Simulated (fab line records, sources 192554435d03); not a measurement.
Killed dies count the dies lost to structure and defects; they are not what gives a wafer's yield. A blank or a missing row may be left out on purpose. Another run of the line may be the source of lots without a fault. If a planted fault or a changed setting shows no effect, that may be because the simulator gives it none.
What tool caused it?	flow n5Finfet	24 lots with 72 wafers sampled at 6 steps, on a route of 1938 steps

## WHAT THE GAUGES SHOWED, per wafer
N5_BEOL_M7_THK_MEAS_01. Usual: for M7_ILD_THK the level is 154.5 nm and the standard deviation is 2.
lot	measured	on	M7_ILD_THK (nm)	flag
L075	day 9 11:51	filmMetro-01	152.4 155.2 153.5	
L074	day 9 12:20	filmMetro-01	152.0 153.7 154.6	
L076	day 9 15:16	filmMetro-02	153.0 153.5 153.8	
L077	day 9 21:43	filmMetro-01	151.5 152.4 153.7	
L078	day 9 22:03	filmMetro-01	158.0 156.0 157.7	
L079	day 10 00:36	filmMetro-02	150.8 152.1 155.1	
L080	day 10 15:29	filmMetro-02	154.0 154.0 157.9	
L081	day 10 19:34	filmMetro-01	153.6 155.3 157.9	
L082	day 11 08:16	filmMetro-01	153.4 156.1 155.3	
L083	day 11 15:25	filmMetro-02	154.2 154.0 156.8	
L084	day 11 19:58	filmMetro-01	155.6 156.2 157.7	
L085	day 11 23:58	filmMetro-02	155.5 158.2 158.2	
L087	day 12 10:41	filmMetro-02	153.6 151.9 157.7	
L088	day 12 11:17	filmMetro-01	155.1 155.2 156.1	
L089	day 12 13:57	filmMetro-01	152.8 154.2 153.4	
L086	day 12 15:01	filmMetro-01	152.8 155.0 154.4	
L090	day 13 01:37	filmMetro-02	154.3 154.9 156.6	
L092	day 13 14:56	filmMetro-01	154.9 155.0 156.4	
L091	day 13 17:16	filmMetro-02	155.8 154.8 154.6	
L093	day 13 18:12	filmMetro-01	153.7 155.1 156.1	
L095	day 14 03:40	filmMetro-02	151.5 150.8 153.1	
L094	day 14 04:36	filmMetro-01	151.6 150.6 155.0	
L096	day 14 11:54	filmMetro-02	155.2 156.4 158.4	
L097	day 14 16:02	filmMetro-01	154.9 153.9 155.6	

N5_BEOL_M7_CD_MEAS_11: target cd 38.5 nm. Usual: cdNm at 38.3 nm, with a standard deviation of 0.4.
lot	measured	on	cdNm (nm)	flag
L075	day 9 12:27	cdSem-03	39.1 38.6 38.2	
L074	day 9 14:15	cdSem-01	39.0 38.1 38.9	
L076	day 9 17:28	cdSem-01	38.3 38.6 38.5	
L077	day 9 22:23	cdSem-03	38.5 38.6 38.1	
L078	day 10 00:01	cdSem-02	39.1 38.9 39.1	
L079	day 10 03:41	cdSem-02	38.1 38.7 38.2	
L080	day 10 16:05	cdSem-03	38.8 38.7 38.4	
L081	day 10 22:12	cdSem-01	37.7 37.8 37.5	
L082	day 11 12:07	cdSem-01	37.9 38.0 38.8	
L083	day 11 16:01	cdSem-01	38.2 38.3 37.9	
L084	day 11 22:26	cdSem-03	38.5 38.5 38.2	
L085	day 12 04:37	cdSem-01	39.1 37.9 38.5	
L087	day 12 11:40	cdSem-02	38.4 38.3 38.3	
L088	day 12 12:02	cdSem-02	38.6 37.7 37.8	
L089	day 12 15:44	cdSem-03	37.5 38.6 37.9	
L086	day 12 15:55	cdSem-03	38.2 37.9 37.7	
L090	day 13 02:26	cdSem-02	38.5 38.3 38.5	
L092	day 13 16:16	cdSem-03	38.1 37.9 38.1	
L091	day 13 19:13	cdSem-03	37.4 38.6 37.5	
L093	day 13 19:42	cdSem-03	38.0 37.9 39.1	
L095	day 14 04:47	cdSem-01	38.7 38.4 38.6	
L094	day 14 05:54	cdSem-03	38.7 38.2 38.4	
L096	day 14 14:22	cdSem-01	38.4 38.8 38.3	
L097	day 14 16:49	cdSem-02	38.3 38.3 37.6	

N5_BEOL_M7_CD_MEAS_28: target cd 40 nm. Usual: cdNm at 40.04 nm, with a standard deviation of 0.21.
lot	measured	on	cdNm (nm)	flag
L075	day 9 13:26	cdSem-01	39.88 40.48 39.99	
L074	day 9 16:48	cdSem-03	39.86 39.74 40.08	
L076	day 9 18:56	cdSem-02	40.06 40.06 40.17	
L077	day 9 23:22	cdSem-03	39.99 39.64 39.67	
L078	day 10 02:35	cdSem-02	40.20 39.71 40.18	
L079	day 10 04:50	cdSem-02	39.93 40.13 40.15	
L080	day 10 17:10	cdSem-03	39.87 40.03 40.28	
L081	day 11 01:23	cdSem-03	40.23 39.99 40.13	
L082	day 11 14:11	cdSem-03	39.92 39.80 40.28	
L083	day 11 18:04	cdSem-02	40.20 39.82 40.24	
L084	day 12 03:35	cdSem-01	39.83 40.08 40.25	
L085	day 12 07:12	cdSem-01	39.95 39.68 39.89	
L087	day 12 14:28	cdSem-01	39.88 39.65 40.26	
L088	day 12 15:05	cdSem-03	40.04 40.71 40.04	
L089	day 12 18:23	cdSem-01	40.08 39.94 39.79	
L086	day 12 18:52	cdSem-03	40.11 40.02 39.73	
L090	day 13 04:07	cdSem-01	40.00 40.21 39.76	
L092	day 13 18:15	cdSem-01	40.24 40.03 39.94	
L091	day 13 20:24	cdSem-03	40.34 39.98 40.17	
L093	day 13 22:01	cdSem-02	40.37 39.99 40.17	
L095	day 14 05:49	cdSem-02	40.27 39.71 40.28	
L094	day 14 07:14	cdSem-02	40.68 40.01 40.69	
L096	day 14 15:22	cdSem-03	40.06 40.29 39.79	
L097	day 14 19:38	cdSem-01	39.76 40.10 39.89	

N5_BEOL_M7_INSPECT_58: inspects for defects (darkfield). Usual: rawDefectCount at 74, with a standard deviation of 20.
lot	measured	on	rawDefectCount	flag
L075	day 9 17:47	defectInspect-02	58 69 44	
L074	day 9 20:56	defectInspect-01	101 78 78	
L076	day 9 22:20	defectInspect-01	65 50 81	
L077	day 10 03:56	defectInspect-02	89 107 104	
L078	day 10 06:14	defectInspect-02	60 66 54	
L079	day 10 08:37	defectInspect-02	84 131 89	
L080	day 10 22:02	defectInspect-01	67 108 67	
L081	day 11 04:48	defectInspect-01	101 85 90	
L082	day 11 17:08	defectInspect-02	76 59 115	
L083	day 11 22:41	defectInspect-01	88 53 72	
L084	day 12 06:46	defectInspect-01	92 104 82	
L085	day 12 09:50	defectInspect-01	67 43 57	
L087	day 12 20:16	defectInspect-01	60 90 99	
L088	day 12 20:31	defectInspect-02	59 58 47	
L089	day 12 23:04	defectInspect-01	85 87 52	
L086	day 13 00:02	defectInspect-02	62 61 65	
L090	day 13 07:22	defectInspect-01	59 51 43	
L092	day 13 21:23	defectInspect-01	78 42 97	
L091	day 14 00:07	defectInspect-02	76 57 85	
L093	day 14 01:11	defectInspect-01	55 21 53	
L095	day 14 09:22	defectInspect-02	91 81 118	
L094	day 14 11:29	defectInspect-01	96 85 69	
L096	day 14 18:31	defectInspect-01	103 84 76	
L097	day 14 22:58	defectInspect-02	70 74 84	

## EACH LOT AND THE TOOL THAT RAN IT (in order: tool; ch and the chambers of the sampled wafers; start)
lot	N5_BEOL_M7_STRIP_67	N5_BEOL_M7_ETCH_66
L075	rieDiel-02 ch 1,2,3, day 9 12:55	rieDiel-06 ch 0,1, day 9 13:38
L074	rieDiel-06 ch 0,3, day 9 14:37	rieDiel-06 ch 0,2,3, day 9 17:08
L076	rieDiel-06 ch 2,3, day 9 17:48	rieDiel-02 ch 0,2, day 9 19:08
L077	rieDiel-02 ch 0,1,3, day 9 22:43	rieDiel-04 ch 2,3, day 9 23:34
L078	rieDiel-02 ch 2,3, day 10 00:20	rieDiel-06 ch 0,1, day 10 02:47
L079	rieDiel-06 ch 1,2,3, day 10 04:01	rieDiel-02 ch 1,2, day 10 05:02
L080	rieDiel-04 ch 1,3, day 10 16:34	rieDiel-02 ch 0,1, day 10 17:22
L081	rieDiel-02 ch 0,1,2, day 10 22:38	rieDiel-02 ch 0,2, day 11 01:35
L082	rieDiel-06 ch 0,1, day 11 12:29	rieDiel-02 ch 1,2,3, day 11 14:23
L083	rieDiel-06 ch 0,2,3, day 11 16:36	rieDiel-02 ch 1,2,3, day 11 18:20
L084	rieDiel-02 ch 1,2,3, day 11 22:46	rieDiel-02 ch 1,2,3, day 12 03:47
L085	rieDiel-06 ch 0,1,2, day 12 04:56	rieDiel-02 ch 0,2,3, day 12 07:24
L087	rieDiel-06 ch 1,2, day 12 13:42	rieDiel-02 ch 0,1,2, day 12 16:35
L088	rieDiel-02 ch 1,2, day 12 14:15	rieDiel-02 ch 0,1,3, day 12 17:03
L089	rieDiel-06 ch 0,2,3, day 12 17:41	rieDiel-02 ch 0,1,2, day 12 20:27
L086	rieDiel-06 ch 0,2,3, day 12 18:10	rieDiel-06 ch 2,3, day 12 21:07
L090	rieDiel-06 ch 0,3, day 13 03:16	rieDiel-02 ch 0,2, day 13 04:19
L092	rieDiel-04 ch 0,1, day 13 16:35	rieDiel-06 ch 0,3, day 13 18:31
L091	rieDiel-04 ch 0,1,3, day 13 19:32	rieDiel-06 ch 0,2,3, day 13 20:36
L093	rieDiel-04 ch 0,1,3, day 13 20:02	rieDiel-06 ch 0,1, day 13 22:13
L095	rieDiel-06 ch 1,3, day 14 05:07	rieDiel-02 ch 0,2,3, day 14 06:01
L094	rieDiel-06 ch 0,1,3, day 14 06:20	rieDiel-02 ch 0,2,3, day 14 07:26
L096	rieDiel-06 ch 0,3, day 14 14:41	rieDiel-02 ch 1,2, day 14 15:35
L097	rieDiel-04 ch 0,1, day 14 17:23	rieDiel-06 ch 2,3, day 14 20:07
- N5_BEOL_M7_STRIP_67: strips in CF4.
- N5_BEOL_M7_ETCH_66: etches SOC in N2/H2, target depth 80 nm, overetch 16 nm, time 120 s.

## WHAT THE TOOLS THEMSELVES READ (means of the sampled wafers that have a number; where no wafer has one, the mark that the record gives instead)
N5_BEOL_M7_STRIP_67. Usual: cf4FlowSccm 150.0 sccm, standard deviation 0.44; drypumpMotorCurrentA 5.85 A, standard deviation 0.25; oesProductAu 0.79 a.u., standard deviation 0.088; rfVppV 271.3 V, standard deviation 1.4; showerheadPlenumPTorr 1.80 Torr, standard deviation 0.052; throttleValvePct 13.68 %, standard deviation 0.26.
lot	tool	cf4FlowSccm (sccm)	drypumpMotorCurrentA (A)	oesProductAu (a.u.)	rfVppV (V)	showerheadPlenumPTorr (Torr)	throttleValvePct (%)	flag
L075	rieDiel-02	149.8	5.60	0.72	270.8	1.78	13.77	
L074	rieDiel-06	150.4	5.96	0.72	271.2	1.81	13.94	
L076	rieDiel-06	150.0	6.02	0.78	271.1	1.79	13.73	
L077	rieDiel-02	149.7	5.84	0.71	271.4	1.80	13.90	
L078	rieDiel-02	150.1	5.41	0.74	271.0	1.76	13.60	
L079	rieDiel-06	149.8	5.95	0.74	271.7	1.81	13.74	
L080	rieDiel-04	149.8	5.73	0.78	271.5	1.81	13.75	
L081	rieDiel-02	150.0	5.75	0.73	270.4	1.76	13.77	
L082	rieDiel-06	150.2	5.89	0.97	271.7	1.84	13.42	
L083	rieDiel-06	150.1	5.91	0.82	270.8	1.81	13.69	
L084	rieDiel-02	150.3	5.60	0.80	271.1	1.78	13.61	
L085	rieDiel-06	150.1	5.85	0.86	271.9	1.84	13.53	
L087	rieDiel-06	150.2	5.88	0.85	271.6	1.84	13.42	
L088	rieDiel-02	150.3	5.68	0.71	270.4	1.75	13.85	
L089	rieDiel-06	149.7	5.91	0.80	271.0	1.81	13.71	
L086	rieDiel-06	150.1	5.92	0.80	271.6	1.81	13.71	
L090	rieDiel-06	149.9	6.03	0.82	271.1	1.77	13.69	
L092	rieDiel-04	149.7	6.12	0.83	273.1	1.88	13.72	
L091	rieDiel-04	150.0	5.85	0.77	272.7	1.84	13.83	
L093	rieDiel-04	149.9	5.83	0.78	271.8	1.84	13.84	
L095	rieDiel-06	149.8	6.00	0.85	271.9	1.80	13.41	
L094	rieDiel-06	149.7	5.98	0.85	271.1	1.80	13.53	
L096	rieDiel-06	150.2	5.94	0.84	271.5	1.80	13.65	
L097	rieDiel-04	150.2	6.09	0.83	272.5	1.88	13.74	

N5_BEOL_M7_ETCH_66. Usual: drypumpMotorCurrentA 5.80 A, standard deviation 0.28; oesProductAu 0.59 a.u., standard deviation 0.066; rfVppV 523.5 V, standard deviation 2; showerheadPlenumPTorr 2.53 Torr, standard deviation 0.069; throttleValvePct 17.90 %, standard deviation 0.23.
lot	tool	drypumpMotorCurrentA (A)	oesProductAu (a.u.)	rfVppV (V)	showerheadPlenumPTorr (Torr)	throttleValvePct (%)	flag
L075	rieDiel-06	5.92	0.54	525.4	2.61	17.94	
L074	rieDiel-06	5.93	0.56	524.6	2.57	18.01	
L076	rieDiel-02	5.83	0.58	523.0	2.50	17.95	
L077	rieDiel-04	5.59	0.59	522.8	2.51	17.85	
L078	rieDiel-06	5.86	0.53	526.0	2.60	18.02	
L079	rieDiel-02	5.49	0.57	521.8	2.47	17.85	
L080	rieDiel-02	6.03	0.57	523.0	2.52	18.09	
L081	rieDiel-02	5.84	0.58	522.3	2.50	17.97	
L082	rieDiel-02	5.62	0.62	522.5	2.51	17.83	
L083	rieDiel-02	5.59	0.62	522.9	2.51	17.82	
L084	rieDiel-02	5.62	0.61	522.0	2.51	17.82	
L085	rieDiel-02	5.66	0.62	523.6	2.52	17.81	
L087	rieDiel-02	5.77	0.56	523.5	2.49	18.00	
L088	rieDiel-02	5.87	0.60	523.8	2.53	17.96	
L089	rieDiel-02	5.78	0.55	523.2	2.48	18.00	
L086	rieDiel-06	5.90	0.57	525.4	2.57	18.02	
L090	rieDiel-02	5.83	0.57	522.6	2.49	18.00	
L092	rieDiel-06	6.06	0.62	522.0	2.49	17.89	
L091	rieDiel-06	5.92	0.61	524.1	2.55	17.93	
L093	rieDiel-06	5.91	0.68	524.8	2.60	17.54	
L095	rieDiel-02	5.67	0.60	523.1	2.51	17.84	
L094	rieDiel-02	5.67	0.61	523.4	2.51	17.84	
L096	rieDiel-02	5.70	0.67	521.5	2.47	17.74	
L097	rieDiel-06	5.91	0.55	524.3	2.56	18.06	

## THE ANSWER, worked out from the rows above alone
Rule: lot off if the mean of its wafers having a number is beyond 3 standard deviations from the usual mean. A lot without any number at a reading at which 4 lots or more have one is off too. Any other lot the step has rows for is counted as sound. After the gauges, taken in route order, come the tools' own readings; for these a lot's mean is taken, as printed above. At the first step where some lot is off, the reading lying furthest off is the one used; lots without a number count as furthest.
No lot is off on any of the readings shown, so nothing can be concluded from this.

## WHAT THE SIMULATOR HAD PUT IN
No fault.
